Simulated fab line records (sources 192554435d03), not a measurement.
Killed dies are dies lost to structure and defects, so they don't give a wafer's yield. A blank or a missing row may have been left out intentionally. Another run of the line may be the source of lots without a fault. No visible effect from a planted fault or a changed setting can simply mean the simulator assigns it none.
Chamber matching | flow n5_finfet | rie_diel-03 running N5_BEOL_M11_DESCUM_16: 4 sister chambers
The step chemistry O2, time 7.9 s. 8 wafers are shown with their chamber, then 9 later ones without.

== WAFERS PAIRED WITH THEIR CHAMBERS ==
wafer  | chamber | showerhead_plenum_p_Torr (Torr) | drypump_motor_current_A (A)
L077.1 | 2       | 1.99                            | 6.1
L077.5 | 3       | 2.19                            | 5.1
L082.3 | 3       | 2.19                            | 5.1
L085.1 | 0       | 2.08                            | 5.5
L085.6 | 1       | 2.02                            | 5.3
L089.1 | 0       | 2.08                            | 5.5
L089.3 | 2       | 1.98                            | 6.1
L089.4 | 1       | 2.02                            | 5.4

== WAFERS WITH NO CHAMBER GIVEN ==
wafer  | showerhead_plenum_p_Torr (Torr) | drypump_motor_current_A (A)
L092.2 | 1.98                            | 6.1
L092.5 | 2.02                            | 5.4
L092.6 | 2.08                            | 5.4
L094.1 | 2.02                            | 5.4
L094.5 | 2.18                            | 5.1
L094.6 | 2.07                            | 5.5
L096.1 | 2.17                            | 5.1
L096.3 | 1.97                            | 6.1
L096.5 | 1.97                            | 6.1

== WHICH CHAMBER EACH ONE RAN IN ==
wafer  | from the rows above | in truth
L092.2 | 2                   | 2
L092.5 | 1                   | 1
L092.6 | 0                   | 0
L094.1 | 1                   | 1
L094.5 | 3                   | 3
L094.6 | 0                   | 0
L096.1 | 3                   | 3
L096.3 | 2                   | 2
L096.5 | 2                   | 2
Correct placement for 9 of the 9. Not placeable from these rows: 0. 0 placed wrongly.
How it was worked out, from the rows above alone: a wafer's distance from a chamber is the root of the sum, over the readings, of the square of ((its reading less the chamber's mean) divided by the reading's scatter). The wafer belongs to the nearest chamber; if the next one is less than 2 further off, it can't be placed. Each chamber's mean is taken over the wafers shown for it. The scatter: the root of (the sum of the squares of (reading less its chamber's mean) over the shown wafers, divided by (wafers less chambers)).
